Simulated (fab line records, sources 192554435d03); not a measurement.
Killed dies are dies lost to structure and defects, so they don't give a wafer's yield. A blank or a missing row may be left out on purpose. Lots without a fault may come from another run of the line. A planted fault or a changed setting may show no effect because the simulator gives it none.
Chamber matching | flow n5_finfet | N5_BEOL_M4_STRIP_36 on rie_diel-05: 4 sister chambers
The step strips in N2/H2. 8 wafers are shown with their chamber, then 7 later ones without.

WAFERS WITH THEIR CHAMBER
wafer  | chamber | drypump_motor_current_A (A) | showerhead_plenum_p_Torr (Torr)
L078.6 | 3       | 5.4                         | 2.51
L081.4 | 1       | 4.9                         | 2.48
L081.5 | 0       | 5.2                         | 2.45
L084.1 | 3       | 5.4                         | 2.50
L084.3 | 1       | 4.9                         | 2.48
L084.5 | 2       | 5.6                         | 2.55
L087.1 | 2       | 5.6                         | 2.54
L087.4 | 0       | 5.3                         | 2.44

WAFERS WITHOUT THEIR CHAMBER
wafer  | drypump_motor_current_A (A) | showerhead_plenum_p_Torr (Torr)
L087.5 | 4.8                         | 2.47
L088.2 | 5.4                         | 2.50
L088.5 | 5.4                         | 2.50
L088.6 | 5.3                         | 2.44
L089.1 | 4.9                         | 2.47
L089.4 | 5.2                         | 2.44
L089.6 | 5.4                         | 2.50

WHICH CHAMBER EACH WENT THROUGH
wafer  | from the rows above | in truth
L087.5 | 1                   | 1
L088.2 | 3                   | 3
L088.5 | 3                   | 3
L088.6 | 0                   | 0
L089.1 | 1                   | 1
L089.4 | 0                   | 0
L089.6 | 3                   | 3
Placed correctly: 7 of 7. Can't be placed from these rows: 0. Placed wrongly: 0.
How it was worked out, from the rows above alone: a wafer's distance from a chamber is the root of the sum, over the readings, of the square of ((its reading less the chamber's mean) divided by the reading's scatter). The wafer belongs to the nearest chamber; if the next one is less than 2 further off, it can't be placed. A chamber's mean is the mean of its shown wafers. The scatter: the root of (the sum of the squares of (reading less its chamber's mean) over the shown wafers, divided by (wafers less chambers)).
